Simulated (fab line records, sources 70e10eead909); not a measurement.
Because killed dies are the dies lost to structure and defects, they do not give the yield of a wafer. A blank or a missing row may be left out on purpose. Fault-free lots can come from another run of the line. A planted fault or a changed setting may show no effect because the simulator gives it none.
fab line records + flow nandHarc
record:
- lots: 6
- wafers: 18
- lastDay: 33
route steps=1302 shown A_CHANNEL_HOLE_D1@486 A_CHANNEL_FILL_D1@490 END@1302
lots that met no fault: taken from a fault-free run of the same line
startH: the number of hours between the record's first day and the start of the first shown wafer of the lot + waitH: how many hours have passed since the lot's step before this one + " the same as in the row above + L1.1+2: a row that stands for several wafers + - either no value or no given start + * or withheld: withheld + < > ~ a bound
route shown NAME@n: names a module that has steps shown in the file, with the first one's number in the route + usual: the fault-free wafers' mean and standard deviation + same: alike in all rows + chamber/n: place in a boat + sites: per-site readings + _std_site: the values' standard deviation + _edge_site: outer sites' mean less inner sites' + radiusMm: for every site, how far away it sits from the centre of the wafer + mask NAME#n: copy n + behind: the most recent tool/chamber to have shaped the wafer + hold: why the lot went on hold/how many hours it stayed there/how the hold came to an end + device: which transistor (n, p or np) failed to switch + end of line: tests of these same wafers at the route's end + for a step that has no rows: nothing shown but its recipe + killed: dies lost to structure and defects at the first sort, not the wafer's yield + map: the dies of a wafer, with x for killed, . for not killed, _ for no die there
set.NAME: the setting that was run; set.NAME@STEP: the one run at that earlier step + model.NAME: the simulator's own value behind a step, which no gauge read
lots seen at some steps along the route; tables by step, rows by wafer
services: the hour from which a tool's chamber was out of use, counted from the record's first day as startH (under 0 if before that day), plus the number of hours and why
== steps ==
step: NHARC_A_CHANNEL_HOLE_D1_SRD_29
step: NHARC_A_CHANNEL_HOLE_D1_CD_MEAS_30
usual:
- cdNm: 90.2/0.92
| lot.wafer | tool     | chamber | startH | waitH | cdNm |
|-----------|----------|---------|--------|-------|------|
| L570.1    | cdSem-02 | -       | 215.64 | -     | 90.4 |
| L570.3    | "        | -       | "      | "     | 90.0 |
| L570.4    | "        | -       | "      | "     | 90.3 |
| L571.2    | cdSem-03 | -       | 226.54 | -     | 90.3 |
| L571.3    | "        | -       | "      | "     | 91.4 |
| L571.5    | "        | -       | "      | "     | 90.1 |
| L572.2    | cdSem-03 | -       | 239.97 | -     | 89.7 |
| L572.4    | "        | -       | "      | "     | 91.0 |
| L572.6    | "        | -       | "      | "     | 89.9 |
| L581.4    | cdSem-02 | -       | 338.70 | -     | 91.2 |
| L581.5    | "        | -       | "      | "     | 90.8 |
| L581.6    | "        | -       | "      | "     | 91.6 |
| L587.1    | cdSem-01 | -       | 384.69 | -     | 88.3 |
| L587.2    | "        | -       | "      | "     | 89.4 |
| L587.5    | "        | -       | "      | "     | 90.1 |
| L590.1    | cdSem-03 | -       | 410.75 | -     | 89.7 |
| L590.2    | "        | -       | "      | "     | 91.1 |
| L590.5    | "        | -       | "      | "     | 89.7 |
step: NHARC_A_CHANNEL_HOLE_D1_XSEM_31
recipe:
- landingEnergyEv: 35000
step: NHARC_A_CHANNEL_HOLE_D1_INSPECT_40
usual:
- rawDefectCount: 76/24
| lot.wafer | tool             | chamber | startH | waitH | rawDefectCount |
|-----------|------------------|---------|--------|-------|----------------|
| L570.1    | defectInspect-02 | -       | 215.82 | -     | 91             |
| L570.3    | "                | -       | "      | "     | 82             |
| L570.4    | "                | -       | "      | "     | 104            |
| L571.2    | defectInspect-01 | -       | 226.73 | -     | 117            |
| L571.3    | "                | -       | "      | "     | 117            |
| L571.5    | "                | -       | "      | "     | 104            |
| L572.2    | defectInspect-01 | -       | 240.15 | -     | 111            |
| L572.4    | "                | -       | "      | "     | 90             |
| L572.6    | "                | -       | "      | "     | 91             |
| L581.4    | defectInspect-02 | -       | 338.88 | -     | 50             |
| L581.5    | "                | -       | "      | "     | 54             |
| L581.6    | "                | -       | "      | "     | 66             |
| L587.1    | defectInspect-02 | -       | 384.88 | -     | 78             |
| L587.2    | "                | -       | "      | "     | 96             |
| L587.5    | "                | -       | "      | "     | 79             |
| L590.1    | defectInspect-01 | -       | 410.93 | -     | 84             |
| L590.2    | "                | -       | "      | "     | 107            |
| L590.5    | "                | -       | "      | "     | 83             |
step: NHARC_A_CHANNEL_FILL_D1_PRECLEAN_00
recipe:
- timeS: *
- tempC: 50
- bathAgeMin: 0
- chemistry: SC1
step: NHARC_A_CHANNEL_FILL_D1_SRD_01
step: NHARC_A_CHANNEL_FILL_D1_ALD_02
recipe:
- targetThkA: 60
- pulseTimeS: 10
- aldCycles: 60
- tempC: 300
- material: SiO2
usual:
- heaterPowerW: 476/52
- precursorPulseHeightRel: 1.001/0.02
same:
- pulseTimeS: 10
| lot.wafer | tool     | chamber | startH | waitH | heaterPowerW | precursorPulseHeightRel |
|-----------|----------|---------|--------|-------|--------------|-------------------------|
| L570.1    | aldHk-04 | 0       | 216.09 | -     | 484          | 0.973                   |
| L570.4    | "        | 1       | "      | "     | 523          | 1.009                   |
| L570.3    | "        | 2       | "      | "     | 432          | 0.979                   |
| L571.2    | aldHk-01 | 3       | 226.93 | -     | 433          | 1.016                   |
| L571.3    | "        | 1       | "      | "     | 550          | 0.992                   |
| L571.5    | "        | 3       | "      | "     | 425          | 1.000                   |
| L572.2    | aldHk-01 | 0       | 240.34 | -     | 511          | 1.005                   |
| L572.4    | "        | 2       | "      | "     | 529          | 0.982                   |
| L572.6    | "        | 0       | "      | "     | 521          | 0.991                   |
| L581.4    | aldHk-01 | 2       | 339.53 | -     | 513          | 0.986                   |
| L581.6    | "        | 0       | "      | "     | 517          | 1.005                   |
| L581.5    | "        | 1       | "      | "     | 570          | 0.993                   |
| L587.2    | aldHk-03 | 0       | 385.08 | -     | 462          | 0.991                   |
| L587.1    | "        | 3       | "      | "     | 383          | 0.972                   |
| L587.5    | "        | 0       | "      | "     | 460          | 0.992                   |
| L590.1    | aldHk-01 | 1       | 411.70 | -     | 563          | 1.003                   |
| L590.2    | "        | 2       | "      | "     | 502          | 0.975                   |
| L590.5    | "        | 2       | "      | "     | 519          | 1.002                   |
step: NHARC_A_CHANNEL_FILL_D1_ALD_03
recipe:
- targetThkA: 60
- pulseTimeS: 60
- aldCycles: 58
- tempC: 630
- pressureTorr: 2
- material: SiNx
step: NHARC_A_CHANNEL_FILL_D1_ALD_14
recipe:
- targetThkA: 25
- pulseTimeS: 10
- aldCycles: 25
- tempC: 300
- material: SiO2
usual:
- heaterPowerW: 477/47
- precursorPulseHeightRel: 1.001/0.02
same:
- pulseTimeS: 10
| lot.wafer | tool     | chamber | startH | waitH | heaterPowerW | precursorPulseHeightRel |
|-----------|----------|---------|--------|-------|--------------|-------------------------|
| L570.1    | aldHk-01 | 0       | 223.13 | 0.0   | 502          | 1.017                   |
| L570.4    | "        | 1       | "      | "     | 552          | 0.960                   |
| L570.3    | "        | 2       | "      | "     | 527          | 0.993                   |
| L571.2    | aldHk-03 | 3       | 233.98 | 0.0   | 378          | 0.995                   |
| L571.3    | "        | 2       | "      | "     | 437          | 1.044                   |
| L571.5    | "        | 3       | "      | "     | 370          | 0.991                   |
| L572.2    | aldHk-04 | 2       | 247.72 | 0.1   | 434          | 0.991                   |
| L572.4    | "        | 3       | "      | "     | 441          | 1.024                   |
| L572.6    | "        | 1       | "      | "     | 517          | 1.017                   |
| L581.4    | aldHk-01 | 0       | 346.55 | 0.1   | 511          | 1.017                   |
| L581.6    | "        | 2       | "      | "     | 509          | 0.999                   |
| L581.5    | "        | 3       | "      | "     | 435          | 0.997                   |
| L587.1    | aldHk-01 | 0       | 392.09 | 0.0   | 511          | 0.998                   |
| L587.2    | "        | 2       | "      | "     | 509          | 1.014                   |
| L587.5    | "        | 0       | "      | "     | 506          | 0.993                   |
| L590.1    | aldHk-01 | 1       | 419.17 | 0.0   | 577          | 1.002                   |
| L590.2    | "        | 0       | "      | "     | 507          | 0.996                   |
| L590.5    | "        | 2       | "      | "     | 523          | 1.001                   |
step: NHARC_A_CHANNEL_FILL_D1_ALD_15
recipe:
- targetThkA: 20
- pulseTimeS: 60
- aldCycles: 19
- tempC: 630
- pressureTorr: 2
- material: SiNx
usual:
- precursorPulseHeightRel: 0.999/0.02
same:
- pulseTimeS: 60
| lot.wafer | tool           | chamber | startH | waitH | precursorPulseHeightRel |
|-----------|----------------|---------|--------|-------|-------------------------|
| L570.1    | aldSinBatch-03 | 0       | -      | -     | 0.978                   |
| L570.3    | "              | 0       | "      | "     | 0.957                   |
| L570.4    | "              | 0       | "      | "     | 0.981                   |
| L571.2    | aldSinBatch-02 | 0       | -      | -     | 1.014                   |
| L571.3    | "              | 0       | "      | "     | 0.978                   |
| L571.5    | "              | 0       | "      | "     | 1.020                   |
| L572.2    | aldSinBatch-01 | 0       | -      | -     | 0.998                   |
| L572.4    | "              | 0       | "      | "     | 1.008                   |
| L572.6    | "              | 0       | "      | "     | 0.991                   |
| L581.4    | aldSinBatch-02 | 0       | -      | -     | 0.991                   |
| L581.5    | "              | 0       | "      | "     | 1.010                   |
| L581.6    | "              | 0       | "      | "     | 1.024                   |
| L587.1    | aldSinBatch-01 | 0       | -      | -     | 0.964                   |
| L587.2    | "              | 0       | "      | "     | 0.984                   |
| L587.5    | "              | 0       | "      | "     | 1.009                   |
| L590.1    | aldSinBatch-02 | 0       | -      | -     | 1.014                   |
| L590.2    | "              | 0       | "      | "     | 1.003                   |
| L590.5    | "              | 0       | "      | "     | 1.006                   |
step: NHARC_A_CHANNEL_FILL_D1_ALD_16
recipe:
- targetThkA: 15
- pulseTimeS: 10
- aldCycles: 15
- tempC: 300
- material: SiO2
usual:
- heaterPowerW: 468/47
- precursorPulseHeightRel: 0.999/0.023
same:
- pulseTimeS: 10
| lot.wafer | tool     | chamber | startH | waitH | heaterPowerW | precursorPulseHeightRel |
|-----------|----------|---------|--------|-------|--------------|-------------------------|
| L570.4    | aldHk-04 | 3       | 228.28 | 0.0   | 436          | 0.989                   |
| L570.3    | "        | 1       | "      | "     | 525          | 0.938                   |
| L570.1    | "        | 2       | "      | "     | 440          | 1.019                   |
| L571.3    | aldHk-03 | 3       | 239.22 | 0.1   | 382          | 1.007                   |
| L571.2    | "        | 0       | "      | "     | 455          | 1.018                   |
| L571.5    | "        | 3       | "      | "     | 383          | 0.964                   |
| L572.2    | aldHk-03 | 1       | 252.90 | 0.0   | 440          | 0.987                   |
| L572.4    | "        | 2       | "      | "     | 422          | 0.988                   |
| L572.6    | "        | 2       | "      | "     | 411          | 0.976                   |
| L581.4    | aldHk-01 | 0       | 354.49 | 2.9   | 506          | 0.971                   |
| L581.6    | "        | 2       | "      | "     | 514          | 1.021                   |
| L581.5    | "        | 3       | "      | "     | 443          | 0.969                   |
| L587.2    | aldHk-04 | 3       | 397.33 | 0.1   | 477          | 0.961                   |
| L587.1    | "        | 0       | "      | "     | 488          | 1.056                   |
| L587.5    | "        | 2       | "      | "     | 434          | 0.971                   |
| L590.2    | aldHk-04 | 1       | 424.37 | 0.0   | 507          | 1.019                   |
| L590.1    | "        | 3       | "      | "     | 470          | 1.029                   |
| L590.5    | "        | 1       | "      | "     | 490          | 1.010                   |
step: NHARC_A_CHANNEL_FILL_D1_ANNEAL_17
recipe:
- tempC: 850
- timeS: 1800
step: NHARC_A_CHANNEL_FILL_D1_CVD_18
recipe:
- targetThkA: 30
- tempC: 550
- material: poly-Si
usual:
- spikeTcBottomC: 573.9/1.1
- spikeTcCentreC: 551.9/1.3
- spikeTcUpperC: 549.6/1.1
| lot.wafer | tool         | chamber | startH | waitH | spikeTcBottomC | spikeTcCentreC | spikeTcUpperC |
|-----------|--------------|---------|--------|-------|----------------|----------------|---------------|
| L570.1    | lpcvdPoly-03 | 0       | 238.28 | -     | 572.2          | 551.4          | 549.5         |
| L570.3    | "            | 0       | "      | "     | 573.2          | 550.2          | 549.8         |
| L570.4    | "            | 0       | "      | "     | 573.0          | 552.1          | 550.6         |
| L571.2    | lpcvdPoly-03 | -       | 249.02 | -     | -              | -              | -             |
| L571.3    | "            | -       | "      | "     | -              | -              | -             |
| L571.5    | "            | -       | "      | "     | -              | -              | -             |
| L572.2    | lpcvdPoly-03 | -       | 262.74 | -     | -              | -              | -             |
| L572.4    | "            | -       | "      | "     | -              | -              | -             |
| L572.6    | "            | -       | "      | "     | -              | -              | -             |
| L581.4    | lpcvdPoly-03 | 0       | 364.35 | -     | 572.6          | 550.4          | 548.7         |
| L581.5    | "            | 0       | "      | "     | 571.3          | 550.5          | 548.1         |
| L581.6    | "            | 0       | "      | "     | 573.0          | 549.9          | 549.8         |
| L587.1    | lpcvdPoly-04 | 0       | 407.15 | -     | 576.7          | 551.9          | 550.8         |
| L587.2    | "            | 0       | "      | "     | 574.5          | 552.6          | 549.6         |
| L587.5    | "            | 0       | "      | "     | 572.3          | 552.0          | 548.7         |
| L590.1    | lpcvdPoly-01 | 0       | 434.05 | -     | 572.5          | 553.1          | 549.2         |
| L590.2    | "            | 0       | "      | "     | 574.9          | 554.3          | 549.1         |
| L590.5    | "            | 0       | "      | "     | 575.6          | 552.5          | 549.5         |
step: NHARC_A_CHANNEL_FILL_D1_ETCHBACK_19
recipe:
- targetDepthA: 50
- timeS: 1.7
- hbrFlowSccm: 150
- cl2FlowSccm: 50
- rfW: 400
- icpW: 400
- biasW: 100
- chemistry: HBr/Cl2
usual:
- drypumpMotorCurrentA: 5.9/0.33
- mfcCl2Sccm: 50.00/0.14
- oesProductAu: 1.001/0.007
- throttleValvePct: 26.405/0.0094
| lot.wafer | tool     | chamber | startH | waitH | drypumpMotorCurrentA | mfcCl2Sccm | oesProductAu | rfHoursCounterH | throttleValvePct |
|-----------|----------|---------|--------|-------|----------------------|------------|--------------|-----------------|------------------|
| L570.3    | rieSi-02 | 3       | 240.34 | 0.4   | 5.5                  | 50.13      | 1.002        | 0.8             | 26.407           |
| L570.1    | "        | 0       | "      | "     | 6.1                  | 49.97      | 1.005        | 0.7             | 26.420           |
| L570.4    | "        | 2       | "      | "     | 6.0                  | 50.15      | 1.005        | 0.8             | 26.396           |
| L571.3    | rieSi-03 | 3       | 251.08 | 0.4   | 6.5                  | 49.93      | 1.001        | 0.1             | 26.386           |
| L571.2    | "        | 0       | "      | "     | 5.8                  | 49.83      | 0.998        | 0.1             | 26.406           |
| L571.5    | "        | 0       | "      | "     | 5.8                  | 50.06      | 1.002        | -               | 26.398           |
| L572.2    | rieSi-02 | 2       | 264.81 | 0.4   | 6.0                  | 49.72      | 1.000        | 1.0             | 26.409           |
| L572.4    | "        | 0       | "      | "     | 6.1                  | 50.08      | 1.006        | 0.9             | 26.403           |
| L572.6    | "        | 2       | "      | "     | 6.0                  | 49.88      | 0.991        | -               | 26.417           |
| L581.4    | rieSi-01 | 0       | 366.44 | 0.4   | 5.6                  | 50.07      | 0.998        | 0.9             | 26.403           |
| L581.6    | "        | 0       | "      | "     | 5.5                  | 49.95      | 0.992        | -               | 26.404           |
| L581.5    | "        | 1       | "      | "     | 6.0                  | 50.08      | 0.992        | -               | 26.401           |
| L587.1    | rieSi-03 | 0       | 409.23 | 0.4   | 5.8                  | 50.06      | 0.990        | 0               | 26.393           |
| L587.2    | "        | 1       | "      | "     | 5.7                  | 49.68      | 0.992        | 0               | 26.405           |
| L587.5    | "        | 0       | "      | "     | 5.8                  | 50.26      | 0.995        | -               | 26.408           |
| L590.1    | rieSi-01 | 3       | 436.11 | 0.4   | 5.5                  | 49.97      | 0.995        | 0.3             | 26.420           |
| L590.2    | "        | 1       | "      | "     | 6.0                  | 50.02      | 1.003        | 0.4             | 26.404           |
| L590.5    | "        | 0       | "      | "     | 5.6                  | 49.81      | 1.008        | -               | 26.372           |
step: NHARC_END_SORT_01
recipe:
- tempC: 25
usual:
- killedAtArray: 58/15
- killedAtOther: 0.8/1.2
- killedAtPeriphery: 3.5/2.5
- killedDies: 62/15
- killedOpen: 3.2/1.7
- killedShort: 2.4/1.5
same:
- grossDies: 677
| lot.wafer | tool      | chamber | startH | waitH | killedAtArray | killedAtOther | killedAtPeriphery | killedDies | killedOpen | killedShort |
|-----------|-----------|---------|--------|-------|---------------|---------------|-------------------|------------|------------|-------------|
| L571.2    | prober-02 | 0       | 595.95 | 2.8   | 674           | 2             | 1                 | 677        | 2          | 3           |
| L571.3    | prober-02 | 0       | 596.76 | 3.1   | 668           | 0             | 9                 | 677        | 6          | 3           |
| L571.5    | prober-02 | 0       | 598.36 | 3.7   | 670           | 2             | 5                 | 677        | 3          | 2           |
| L572.2    | prober-01 | 0       | 596.62 | 2.8   | 676           | 1             | 0                 | 677        | 3          | 6           |
| L572.4    | prober-01 | 0       | 598.25 | 3.5   | 674           | 0             | 3                 | 677        | 2          | 4           |
| L572.6    | prober-01 | 0       | 599.88 | 4.1   | 674           | 0             | 3                 | 677        | 3          | 3           |
| L581.4    | prober-01 | 0       | 725.88 | 3.4   | 31            | 0             | 1                 | 32         | 2          | 4           |
| L581.5    | prober-01 | 0       | 726.69 | 3.7   | 35            | 1             | 7                 | 43         | 6          | 3           |
| L581.6    | prober-01 | 0       | 727.49 | 4.0   | 50            | 1             | 0                 | 51         | 2          | 2           |
| L587.1    | prober-01 | 0       | 761.60 | 2.5   | 70            | 0             | 3                 | 73         | 5          | 4           |
| L587.2    | prober-01 | 0       | 762.40 | 2.8   | 55            | 2             | 5                 | 62         | 7          | 2           |
| L587.5    | prober-01 | 0       | 764.81 | 3.7   | 60            | 1             | 1                 | 62         | 2          | 2           |
killed by level:class
L571.2 A_CHANNEL_FILL_D1:areaCvd=600 A_CHANNEL_HOLE_D1:chamberFilmFlake=28 A_CHANNEL_HOLE_D2:chamberFilmFlake=27 A_SLIT:chamberFilmFlake=11 A_CONTACT:chamberFilmFlake=2 THIN_TSV:chamberFilmFlake=2 P_M0:geometricParticle:short=1 A_SOURCE_PLATE:geometricParticle:short=1
L572.2 A_CHANNEL_FILL_D1:areaCvd=619 A_CHANNEL_HOLE_D1:chamberFilmFlake=32 A_CHANNEL_HOLE_D2:chamberFilmFlake=11 A_CHANNEL_FILL_D2:geometricParticle:short=2 A_CONTACT:chamberFilmFlake=2 A_ONON_D1:geometricParticle:short=1 A_CHANNEL_FILL_D1:geometricParticle:short=1 A_CHANNEL_FILL_D1:geometricParticle:open=1
L571.3 A_CHANNEL_FILL_D1:areaCvd=580 A_CHANNEL_HOLE_D2:chamberFilmFlake=31 A_CHANNEL_HOLE_D1:chamberFilmFlake=29 A_SLIT:chamberFilmFlake=21 A_CONTACT:chamberFilmFlake=3 P_GATE:geometricParticle:open=2 P_M2:geometricParticle:open=2 A_CHANNEL_FILL_D1:chamberFilmFlake=2
L572.4 A_CHANNEL_FILL_D1:areaCvd=622 A_CHANNEL_HOLE_D1:chamberFilmFlake=31 A_CHANNEL_HOLE_D2:chamberFilmFlake=10 A_STAIRCASE:chamberFilmFlake=2 A_SLIT:chamberFilmFlake=2 P_GATE:geometricParticle:short=1 P_BONDPAD:geometricParticle:open=1 A_ONON_D1:geometricParticle:short=1
L571.5 A_CHANNEL_FILL_D1:areaCvd=594 A_SLIT:chamberFilmFlake=24 A_CHANNEL_HOLE_D2:chamberFilmFlake=22 A_CHANNEL_HOLE_D1:chamberFilmFlake=19 A_STAIRCASE:chamberFilmFlake=4 P_ZERO_WELL:chamberFilmFlake=2 A_DECK1_JOINT:chamberFilmFlake=2 THIN_TSV:chamberFilmFlake=2
L572.6 A_CHANNEL_FILL_D1:areaCvd=622 A_CHANNEL_HOLE_D1:chamberFilmFlake=34 A_CHANNEL_HOLE_D2:chamberFilmFlake=6 A_CHANNEL_FILL_D1:geometricParticle:short=3 A_BLC:geometricParticle:open=2 P_ZERO_WELL:chamberFilmFlake=2 A_CONTACT:chamberFilmFlake=2 A_CHANNEL_FILL_D1:geometricParticle:open=1
L581.4 A_STAIRCASE:chamberFilmFlake=8 A_CONTACT:chamberFilmFlake=6 A_CHANNEL_HOLE_D1:chamberFilmFlake=4 A_SLIT:chamberFilmFlake=4 A_ONON_D1:geometricParticle:short=3 A_BLC:geometricParticle:open=2 A_BONDPAD:chamberFilmFlake=2 A_DECK1_JOINT:geometricParticle:short=1
L581.5 A_CONTACT:chamberFilmFlake=7 A_STAIRCASE:chamberFilmFlake=6 A_SLIT:chamberFilmFlake=6 A_CHANNEL_HOLE_D1:chamberFilmFlake=5 A_BONDPAD:chamberFilmFlake=4 P_GATE:chamberFilmFlake=3 P_GATE:geometricParticle:open=2 A_M0:chamberFilmFlake=2
L581.6 A_STAIRCASE:chamberFilmFlake=12 A_CHANNEL_HOLE_D1:chamberFilmFlake=11 A_BONDPAD:chamberFilmFlake=9 A_SLIT:chamberFilmFlake=7 A_CONTACT:chamberFilmFlake=5 A_CHANNEL_HOLE_D1:geometricParticle:open=1 A_SGD_CUT:geometricParticle:short=1 A_WL_FILL:geometricParticle:short=1
L587.1 A_CHANNEL_HOLE_D2:chamberFilmFlake=26 A_CHANNEL_HOLE_D1:chamberFilmFlake=12 A_CONTACT:chamberFilmFlake=11 A_SLIT:chamberFilmFlake=4 A_STAIRCASE:chamberFilmFlake=3 A_WL_FILL:chamberFilmFlake=3 A_WL_FILL:geometricParticle:short=2 P_GATE:chamberFilmFlake=2
L587.2 A_CHANNEL_HOLE_D2:chamberFilmFlake=22 A_CHANNEL_HOLE_D1:chamberFilmFlake=9 A_CONTACT:chamberFilmFlake=9 A_SLIT:chamberFilmFlake=4 A_CHANNEL_FILL_D1:chamberFilmFlake=3 P_M0:geometricParticle:open=2 THIN_TSV:chamberFilmFlake=2 A_STAIRCASE:chamberFilmFlake=2
L587.5 A_CHANNEL_HOLE_D2:chamberFilmFlake=24 A_CHANNEL_HOLE_D1:chamberFilmFlake=11 A_SLIT:chamberFilmFlake=8 A_CONTACT:chamberFilmFlake=8 A_WL_FILL:chamberFilmFlake=3 A_CHANNEL_FILL_D1:geometricParticle:short=2 A_ZERO_WELL:chamberFilmFlake=2 P_CONTACT:geometricParticle:open=1
map L571.2 (x killed, . not)
____________x____________
_________xxxxxxx_________
_______xxxxxxxxxxx_______
______xxxxxxxxxxxxx______
_____xxxxxxxxxxxxxxx_____
____xxxxxxxxxxxxxxxxx____
____xxxxxxxxxxxxxxxxx____
___xxxxxxxxxxxxxxxxxxx___
___xxxxxxxxxxxxxxxxxxx___
__xxxxxxxxxxxxxxxxxxxxx__
__xxxxxxxxxxxxxxxxxxxxx__
_xxxxxxxxxxxxxxxxxxxxxxx_
_xxxxxxxxxxxxxxxxxxxxxxx_
_xxxxxxxxxxxxxxxxxxxxxxx_
_xxxxxxxxxxxxxxxxxxxxxxx_
_xxxxxxxxxxxxxxxxxxxxxxx_
xxxxxxxxxxxxxxxxxxxxxxxxx
xxxxxxxxxxxxxxxxxxxxxxxxx
xxxxxxxxxxxxxxxxxxxxxxxxx
xxxxxxxxxxxxxxxxxxxxxxxxx
xxxxxxxxxxxxxxxxxxxxxxxxx
_xxxxxxxxxxxxxxxxxxxxxxx_
_xxxxxxxxxxxxxxxxxxxxxxx_
_xxxxxxxxxxxxxxxxxxxxxxx_
_xxxxxxxxxxxxxxxxxxxxxxx_
_xxxxxxxxxxxxxxxxxxxxxxx_
__xxxxxxxxxxxxxxxxxxxxx__
__xxxxxxxxxxxxxxxxxxxxx__
___xxxxxxxxxxxxxxxxxxx___
___xxxxxxxxxxxxxxxxxxx___
____xxxxxxxxxxxxxxxxx____
____xxxxxxxxxxxxxxxxx____
_____xxxxxxxxxxxxxxx_____
______xxxxxxxxxxxxx______
_______xxxxxxxxxxx_______
_________xxxxxxx_________
____________x____________
map L572.2 (x killed, . not)
____________x____________
_________xxxxxxx_________
_______xxxxxxxxxxx_______
______xxxxxxxxxxxxx______
_____xxxxxxxxxxxxxxx_____
____xxxxxxxxxxxxxxxxx____
____xxxxxxxxxxxxxxxxx____
___xxxxxxxxxxxxxxxxxxx___
___xxxxxxxxxxxxxxxxxxx___
__xxxxxxxxxxxxxxxxxxxxx__
__xxxxxxxxxxxxxxxxxxxxx__
_xxxxxxxxxxxxxxxxxxxxxxx_
_xxxxxxxxxxxxxxxxxxxxxxx_
_xxxxxxxxxxxxxxxxxxxxxxx_
_xxxxxxxxxxxxxxxxxxxxxxx_
_xxxxxxxxxxxxxxxxxxxxxxx_
xxxxxxxxxxxxxxxxxxxxxxxxx
xxxxxxxxxxxxxxxxxxxxxxxxx
xxxxxxxxxxxxxxxxxxxxxxxxx
xxxxxxxxxxxxxxxxxxxxxxxxx
xxxxxxxxxxxxxxxxxxxxxxxxx
_xxxxxxxxxxxxxxxxxxxxxxx_
_xxxxxxxxxxxxxxxxxxxxxxx_
_xxxxxxxxxxxxxxxxxxxxxxx_
_xxxxxxxxxxxxxxxxxxxxxxx_
_xxxxxxxxxxxxxxxxxxxxxxx_
__xxxxxxxxxxxxxxxxxxxxx__
__xxxxxxxxxxxxxxxxxxxxx__
___xxxxxxxxxxxxxxxxxxx___
___xxxxxxxxxxxxxxxxxxx___
____xxxxxxxxxxxxxxxxx____
____xxxxxxxxxxxxxxxxx____
_____xxxxxxxxxxxxxxx_____
______xxxxxxxxxxxxx______
_______xxxxxxxxxxx_______
_________xxxxxxx_________
____________x____________
== services ==
| tool           | chamber | startH | hours | kind      |
|----------------|---------|--------|-------|-----------|
| rieSi-01       | -       | 193.00 | 9.0   | pm        |
| aldHk-03       | -       | 213.24 | 10.0  | pm        |
| rieSi-03       | -       | 221.00 | 9.0   | pm        |
| aldSinBatch-02 | -       | 272.28 | 26.0  | pm        |
| aldHk-01       | -       | 275.73 | 1.0   | repair    |
| rieSi-02       | -       | 277.00 | 9.0   | pm        |
| aldHk-04       | -       | 289.56 | 1.4   | repair    |
| aldHk-01       | 2       | 296.09 | 10.0  | ventCycle |
| aldHk-01       | 3       | 296.09 | 10.0  | ventCycle |
| aldHk-01       | 0       | 306.09 | -     | clean     |
| aldHk-01       | 1       | 306.09 | -     | clean     |
| aldHk-01       | 2       | 306.09 | -     | clean     |
| aldHk-01       | 3       | 306.09 | -     | clean     |
| rieSi-03       | 3       | 316.92 | 12.9  | repair    |
| rieSi-01       | -       | 325.01 | 1.1   | repair    |
| rieSi-02       | -       | 329.45 | 0.6   | repair    |
| rieSi-01       | -       | 370.00 | 9.0   | pm        |
| lpcvdPoly-03   | -       | 386.00 | 26.0  | pm        |
| aldHk-03       | -       | 391.67 | 10.0  | pm        |
| rieSi-03       | -       | 398.00 | 9.0   | pm        |
| rieSi-02       | 0       | 402.79 | 14.2  | repair    |
| rieSi-02       | -       | 415.93 | 1.4   | repair    |
| aldHk-04       | -       | 434.74 | 10.0  | pm        |
| rieSi-03       | 2       | 435.78 | 3.6   | repair    |
== key ==
firstSign:
- step: NHARC_A_CHANNEL_FILL_D1_CVD_18
- reading: toolRecord
- direction: missing
effect:
- step: NHARC_END_SORT_01
- reading: killedDies
- direction: up
- sigmas: 42
- usual: 62
- struck: 677
moreKillsBornAt:
- NHARC_A_CHANNEL_FILL_D1_CVD_18@lpcvdPoly-03: 3637
metAt NHARC_A_CHANNEL_FILL_D1_CVD_18
struckWafers L571.2,L571.3,L571.5,L572.2,L572.4,L572.6
laterRowsLeftOut L571.2,L571.3,L571.5,L572.2,L572.4,L572.6
testerLeftOut L571,L572
onsetBetween 238.28 249.02
fault:
- kind: skippedStepWhole
- tool: lpcvdPoly-03
- chamber: -
- onsetH: 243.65
- steps: NHARC_A_CHANNEL_FILL_D1_CVD_18
- scope: struckLotsOnly
testerLeftOut: of these lots the tester's yield and bins aren't shown, on N5 and GAA mostly nor the transistor test; their killed dies are dies lost to structure and defects alone, not to doping, threshold or leakage, so they don't give the yield
laterRowsLeftOut: the simulator's readings of these wafers behind a module that went badly wrong aren't trusted and aren't shown, but for the sort
